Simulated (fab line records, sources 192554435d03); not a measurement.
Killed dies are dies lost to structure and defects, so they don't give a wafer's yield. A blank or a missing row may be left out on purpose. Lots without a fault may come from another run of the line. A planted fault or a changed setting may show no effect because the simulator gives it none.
fab line records | flow n5_finfet
record lots=3 wafers=9 last_day=15
route steps=1938 shown BEOL_M3@1011 BEOL_M4@1021
lots that met no fault: from a run of the same line without faults
start_h: hours from the record's first day to the start of the lot's first wafer shown | wait_h: hours since the lot's step before | " the same as in the row above | L1.1+2: a row that stands for several wafers | - no value, or no start given | * or withheld: withheld | < > ~ a bound
route shown NAME@n: a module of which the file shows steps, and the number in the route of the first | usual: mean/standard deviation of fault-free wafers | same: alike in all rows | chamber/n: place in a boat | sites: the reading at each site | _std_site: their standard deviation | _edge_site: outer sites' mean less inner sites' | radius_mm: how far each site lies from the wafer's centre | mask NAME#n: copy n | behind: the tool/chamber that last shaped the wafer | hold: why the lot was held/for how many hours/how that ended | device: the transistor (n, p or np) that didn't switch | end of line: the same wafers' tests at the end of the route | a step without rows: its recipe alone | killed: dies lost to structure and defects at the first sort, not the wafer's yield | map: a wafer's dies, x killed, . not, _ none there
set.NAME: the setting as run; set.NAME@STEP: as run at that earlier step | model.NAME: the simulator's own value behind a step, which no gauge read
lots at some steps of the route; a table a step, a row a wafer
services: from which hour (start_h, from the record's first day; less than 0 if before it) a tool's chamber was out of use, for how many hours, and why
## steps
# step N5_BEOL_M3_ECD_50
# recipe material=Cu target_thk_a=3000
# step N5_BEOL_M3_ANNEAL_51
# recipe temp_c=225 time_s=90 ambient=N2
# step N5_BEOL_M3_CMP_52
# recipe stop_on=SiOC t_overpolish_s=6.8 down_force_psi=1 platen_rpm=50 clearing_platen_down_force_psi=1.5 clearing_platen_rpm=50 post_cmp_clean=cu_alkaline target_thk_nm=40 clearing_platen_pad_velocity_m_s=0.99484 pad_velocity_m_s=0.99484
# step N5_BEOL_M3_PRE_CLEAN_60
# recipe gas=NH3/H2 time_s=15 temp_c=* rf_power_w=300
# step N5_BEOL_M3_CO_CAP_55
# recipe material=Co target_thk_a=20 temp_c=200 precursor=CCTBA/H2 pressure_torr=30 time_s=102.1
# step N5_BEOL_M3_PRE_CLEAN_56
# recipe gas=NH3 time_s=15 temp_c=withheld rf_power_w=300
# step N5_BEOL_M3_DEP_57
# recipe material=SiCN target_thk_a=80 temp_c=withheld precursor=3MS/NH3 pressure_torr=3 rf_w=202 time_s=14
# step N5_BEOL_M4_ILD_DEP_00
# recipe material=SiOC target_thk_a=790 temp_c=350 precursor=DEMS/O2 pressure_torr=5 rf_w=500 time_s=15.3
# step N5_BEOL_M4_PECVD_72
# recipe material=SiO2 target_thk_a=160 temp_c=400 precursor=TEOS/O2 pressure_torr=5.5 rf_w=450 teos_flow_sccm=53.8 gas=O2 flow_sccm=3000 time_s=18
# usual heater_power_w=703/76 showerhead_plenum_p_Torr=8.77/0.062 throttle_valve_pct=22.1/0.82
# columns lot.wafer tool chamber start_h wait_h heater_power_w showerhead_plenum_p_Torr throttle_valve_pct model.SiO2_of_BEOL_M4_PECVD_72.thk_nm
L592.1 pecvd-04 1 170.14 0.0 733 8.75 21.7 15.8
L592.3 " 2 " " 604 8.70 22.9 15.8
L592.6 " 2 " " 621 8.73 22.7 16.4
L600.1 pecvd-04 2 226.89 0.0 602 8.69 23.1 15.8
L600.3 " 1 " " 630 8.75 21.7 15.6
L600.5 " 2 " " 629 8.70 23.1 16
L602.2 pecvd-04 2 235.00 0.0 623 8.71 23.1 14.4
L602.4 " 0 " " 748 8.76 21.6 14.8
L602.5 " 2 " " 629 8.71 22.9 14.8
# step N5_BEOL_M4_HM_DEP_02
# recipe material=TiN target_thk_a=200 temp_c=25 chamber_pressure_pa=0.49996
# step N5_BEOL_M4_COAT_61
# recipe resist=SOC temp_c=250 time_s=60 spin_rpm=1500 resist_thk_nm=60
# step N5_BEOL_M4_COAT_62
# recipe resist=SiARC temp_c=220 time_s=60 spin_rpm=1500 resist_thk_nm=12
# step N5_BEOL_M4_COAT_73
# recipe resist=underlayer temp_c=205 time_s=60 spin_rpm=1500 resist_thk_nm=5
# step N5_BEOL_M4_COAT_05
# recipe resist=CAR-EUV spin_rpm=1500 resist_thk_nm=30
# step N5_BEOL_M4_EBR_07
# recipe solvent=PGMEA ebr_width_mm=1.5
# step N5_BEOL_M4_SOFTBAKE_06
# recipe temp_c=110 time_s=60 resist=CAR-EUV
# step N5_BEOL_M4_EXPOSE_08
# recipe mask_id=M4 na=0.33 source_shape=dipole sigma_inner=0.369 sigma_outer=0.767 polarization=unpolarized dose_mj=41.25
# step N5_BEOL_M4_PEB_09
# recipe peb_temp_c=100 peb_time_s=60 resist=CAR-EUV
# step N5_BEOL_M4_DEVELOP_10
# recipe develop_time_s=30 developer=TMAH resist=CAR-EUV rinse_liquid=surfactant_rinse dry=air_spin dev_temp_c=23
# step N5_BEOL_M4_DESCUM_16
# recipe chemistry=O2 time_s=7 source_power_w=50 bias_power_w=20 pressure_mtorr=20 rf_frequency_hz=2.712e+07 temp_c=40 resist=CAR-EUV o2_flow_sccm=225
# step N5_BEOL_M4_ETCH_74
# recipe chemistry=N2/H2 target=underlayer target_depth_a=65 mask_material=CAR-EUV time_s=5.2 ion_energy_ev=200 pressure_mtorr=30 source_w=840 bias_w=150 n2_flow_sccm=200 h2_flow_sccm=200 ends=cleared
# step N5_BEOL_M4_ETCH_63
# recipe chemistry=CF4 target=SiARC target_depth_a=156 mask_material=CAR-EUV time_s=26 ion_energy_ev=80 pressure_mtorr=40 source_w=545 bias_w=36 Ar_flow_sccm=100 cf4_flow_sccm=100 ends=cleared
# step N5_BEOL_M4_ETCH_64
# recipe chemistry=N2/H2 target=SOC target_depth_a=750 overetch_a=225 mask_material=SiARC temp_c=40 time_s=121.9 ion_energy_ev=200 pressure_mtorr=30 source_w=840 bias_w=150 n2_flow_sccm=200 h2_flow_sccm=200
# step N5_BEOL_M4_STRIP_65
# recipe chemistry=N2/H2 temp_c=40 n2_flow_sccm=200 h2_flow_sccm=200 rf_frequency_hz=6e+07
# step N5_BEOL_M4_STRIP_75
# recipe chemistry=N2/H2 temp_c=40 n2_flow_sccm=200 h2_flow_sccm=200 rf_frequency_hz=6e+07
# step N5_BEOL_M4_STRIP_66
# recipe chemistry=CF4 resist=SiARC power_w=300 bias_power_w=75 pressure_mtorr=50 cf4_flow_sccm=150 rf_frequency_hz=6e+07
# step N5_BEOL_M4_HM_OPEN_17
# recipe chemistry=Cl2/BCl3 target_depth_a=200 overetch_a=60 target=TiN mask_material=SOC ion_energy_ev=150 pressure_mtorr=10 icp_w=1000 bias_w=126 Cl2_flow_sccm=53.25 bcl3_flow_sccm=21.75 Ar_flow_sccm=25
# step N5_BEOL_M4_STRIP_19
# recipe chemistry=O2 power_w=400 temp_c=40 pressure_mtorr=30 rf_frequency_hz=6e+07 bias_power_w=0 overash_fraction=0.2 o2_flow_sccm=225
# step N5_BEOL_M4_COAT_67
# recipe resist=SOC temp_c=250 time_s=60 spin_rpm=1500 resist_thk_nm=60
# step N5_BEOL_M4_COAT_68
# recipe resist=SiARC temp_c=220 time_s=60 spin_rpm=1500 resist_thk_nm=12
# step N5_BEOL_M4_COAT_76
# recipe resist=underlayer temp_c=205 time_s=60 spin_rpm=1500 resist_thk_nm=5
# step N5_BEOL_M4_COAT_22
# recipe resist=CAR-EUV spin_rpm=1500 resist_thk_nm=30
# step N5_BEOL_M4_EBR_24
# recipe solvent=PGMEA ebr_width_mm=1.5
# step N5_BEOL_M4_SOFTBAKE_23
# recipe temp_c=110 time_s=60 resist=CAR-EUV
# step N5_BEOL_M4_HM_STRIP_39
# recipe chemistry=peroxide_tin_strip material=TiN target_depth_a=250 temp_c=50 time_s=158
# columns lot.wafer tool chamber start_h wait_h model.SiO2_of_BEOL_M4_PECVD_72.thk_nm
L592.1 wet_bench-01 5 174.21 0.0 15.6
L592.3 " 3 " " 15.8
L592.6 " 4 " " 16.2
L600.1+5 wet_bench-03 5,2 235.96 0.0 15.8
L600.3 " 7 " " 15.6
L602.2 wet_bench-03 0 240.15 0.0 14.2
L602.4+5 " 6,1 " " 14.6
# step N5_BEOL_M4_CMP_52
# recipe stop_on=SiOC t_overpolish_s=6.8 down_force_psi=1 platen_rpm=50 clearing_platen_down_force_psi=1.5 clearing_platen_rpm=50 post_cmp_clean=cu_alkaline target_thk_nm=40 clearing_platen_pad_velocity_m_s=0.99484 pad_velocity_m_s=0.99484
# usual barrier_field_endpoint_s=24.6/0.57 motor_current_A=5.8/0.75
# columns lot.wafer tool chamber start_h wait_h barrier_field_endpoint_s motor_current_A
L592.3 cmp-03 0 178.00 0.3 24.6 5.0
L592.1 " 1 " " 24.3 7.3
L592.6 " 2 " " 24.9 6.3
L600.3 cmp-03 2 239.34 0.2 23.5 5.9
L600.1 " 3 " " 24.8 5.2
L600.5 " 1 " " 23.3 7.0
L602.2 cmp-01 1 243.66 0.2 22.9 5.7
L602.4 " 3 " " 23.0 6.6
L602.5 " 0 " " 23.1 6.2
# step N5_BEOL_M4_RC_MEAS_101
# usual DIBL_N=35.8/1.5 DIBL_P=35.9/1.8 IOFF_N=0.152/0.025 IOFF_P=0.21/0.031 ION_N=672/11 ION_P=462/7.4 SS_N=71.5/0.52 SS_P=73.2/0.54 VT_N=250/3 VT_P=-250/3.3
# columns lot.wafer tool chamber start_h wait_h DIBL_N[mV/V] DIBL_P[mV/V] IOFF_N[nA/um] IOFF_P[nA/um] ION_N[uA/um] ION_P[uA/um] SS_N[mV/dec] SS_P[mV/dec] VT_N[mV] VT_P[mV]
L592.1 prober-01 0 178.53 0.0 35.7 33.7 0.129 0.16 669 461 71.3 72.9 254 -256
L592.3 " 0 " " 37.3 35.2 0.144 0.18 661 450 70.8 73.3 252 -254
L592.6 " 0 " " 36.7 33.4 0.127 0.15 661 450 71.7 73.0 255 -257
L600.1 prober-02 0 239.91 0.0 36.5 35.2 0.162 0.21 666 460 70.8 73.9 248 -250
L600.3 " 0 " " 38.4 38.1 0.206 0.26 677 467 72.6 73.8 246 -250
L600.5 " 0 " " 35.9 34.5 0.146 0.20 670 460 71.6 73.1 251 -251
L602.2 prober-02 0 244.38 0.2 37.2 36.9 0.168 0.23 680 467 71.7 73.2 248 -247
L602.4 " 0 " " 34.6 34.5 0.126 0.19 661 463 71.7 72.6 255 -253
L602.5 " 0 " " 33.3 31.8 0.108 0.16 658 456 70.8 72.7 254 -254
## services
# columns tool chamber start_h hours kind
wet_bench-01 - 159.16 4.4 pm
pecvd-04 0 176.00 2.2 repair
cmp-03 - 176.83 0.3 repair
cmp-03 - 177.29 0.4 repair
cmp-01 - 196.87 1.1 repair
pecvd-04 1 208.31 2.1 scheduled_down
cmp-01 - 216.71 2.7 repair
cmp-01 - 228.63 4.0 pm
cmp-01 - 232.63 - consumable_replace:conditioner
cmp-01 - 232.63 - consumable_replace:pad
## key
first_sign step=N5_BEOL_M4_CMP_52 reading=barrier_field_endpoint_s direction=down sigmas=2.7 usual=24.6 struck=23.0
effect none on later readings
model_effect step=N5_BEOL_M4_PECVD_72 value=SiO2_of_BEOL_M4_PECVD_72.thk_nm without=16.07 struck=14.67
model_effect step=N5_BEOL_M4_HM_STRIP_39 value=SiO2_of_BEOL_M4_PECVD_72.thk_nm without=15.87 struck=14.47
met_at N5_BEOL_M4_PECVD_72
struck_wafers L602.2,L602.4,L602.5
baseline_loss step=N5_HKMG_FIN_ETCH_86 wafers=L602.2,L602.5
onset_between 226.89 235.00
also_fits time
fault kind=process_parameter_drift tool=pecvd-04 chamber=- onset_h=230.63 steps=N5_BEOL_M4_PECVD_72 channel=time_s offset=* shape=step end_h=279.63 acts_in=* stated=*
# baseline_loss: these wafers lose ten dies or more at that step, a loss of the line's own and not of a fault; the sort's usual values leave them out
